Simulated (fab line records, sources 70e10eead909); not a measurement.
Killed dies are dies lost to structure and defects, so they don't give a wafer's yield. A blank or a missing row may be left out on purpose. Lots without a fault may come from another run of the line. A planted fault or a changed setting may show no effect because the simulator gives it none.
One fault seen from 2 desks | flow nand_harc | each desk has only its own numbers; what lay behind them comes last

THE TOOL OWNER'S DESK: litho_track-06
The tool's own readings at NHARC_P_CONTACT_PEB_10 (peb time 65 s): means of the sampled wafers that have a number, for each lot that ran on this tool. A lot is out of limits, marked OUT, if its mean lies more than 4 standard deviations from the usual mean; the brackets give that distance.
Columns: A = heater_power_total_W at NHARC_P_CONTACT_PEB_10, usual 156.6 W
lot  | first seen here | A
L633 | day 7 00:59     | 157.0
L632 | day 7 02:45     | 156.6
L634 | day 7 11:32     | 156.4
L636 | day 7 18:31     | 156.5
L639 | day 8 17:56     | 156.9
L642 | day 9 05:59     | 156.6
L645 | day 10 02:01    | 179.8 (+58) OUT
L644 | day 10 02:08    | 178.9 (+56) OUT
This desk's finding: out of limits on L644, L645; first on L645, day 10 02:01 (heater_power_total_W at NHARC_P_CONTACT_PEB_10). In limits: L633, L632, L634, L636, L639, L642.

THE METROLOGY DESK
What the gauges read, lot by lot, whatever tool the lot ran on: means of the sampled wafers that have a number. A lot is out of limits, marked OUT, if its mean lies more than 4 standard deviations from the usual mean; the brackets give that distance.
Columns: A = cd_nm at NHARC_P_CONTACT_CD_MEAS_12, usual 89.7 nm; B = cd_nm at NHARC_P_CONTACT_CD_MEAS_19, usual 89.0 nm
lot  | first seen here | A              | B
L627 | day 5 14:28     | 89.1           | 89.1
L630 | day 6 00:59     | 89.3           | 89.6
L633 | day 7 01:04     | 89.7           | 89.9
L632 | day 7 02:50     | 90.8           | 91.5
L634 | day 7 11:38     | 89.6           | 88.6
L636 | day 7 18:35     | 89.9           | 88.9
L639 | day 8 18:01     | 89.9           | 86.8
L642 | day 9 06:05     | 90.4           | 90.5
L645 | day 10 02:05    | 80.3 (-13) OUT | 77.3 (-6.2) OUT
L644 | day 10 02:14    | 81.0 (-12) OUT | 81.4
L646 | day 10 10:30    | 89.2           | 88.3
L647 | day 10 10:53    | 88.7           | 88.9
L649 | day 11 04:50    | 89.1           | 89.4
This desk's finding: out of limits on L644, L645; first on L645, day 10 02:05 (cd_nm at NHARC_P_CONTACT_CD_MEAS_12). In limits: L627, L630, L633, L632, L634, L636, L639, L642, L646, L647, L649.

PUT TOGETHER
The tool owner's desk could have raised an alarm at day 10 02:01, on L644, L645.
The metrology desk could have raised an alarm at day 10 02:05, on L644, L645.
Of the lots named, all ran NHARC_P_CONTACT_PEB_10 on litho_track-06.

WHAT THE SIMULATOR HAD PUT IN
Process parameter drift: litho_track-06, from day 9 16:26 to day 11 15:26, at NHARC_P_CONTACT_PEB_10. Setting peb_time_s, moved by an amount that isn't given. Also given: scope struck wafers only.
Lots struck among those shown: L644, L645.
Hours from the fault's start to each desk's first reading out of limits: the tool owner's desk, 10; the metrology desk, 10.
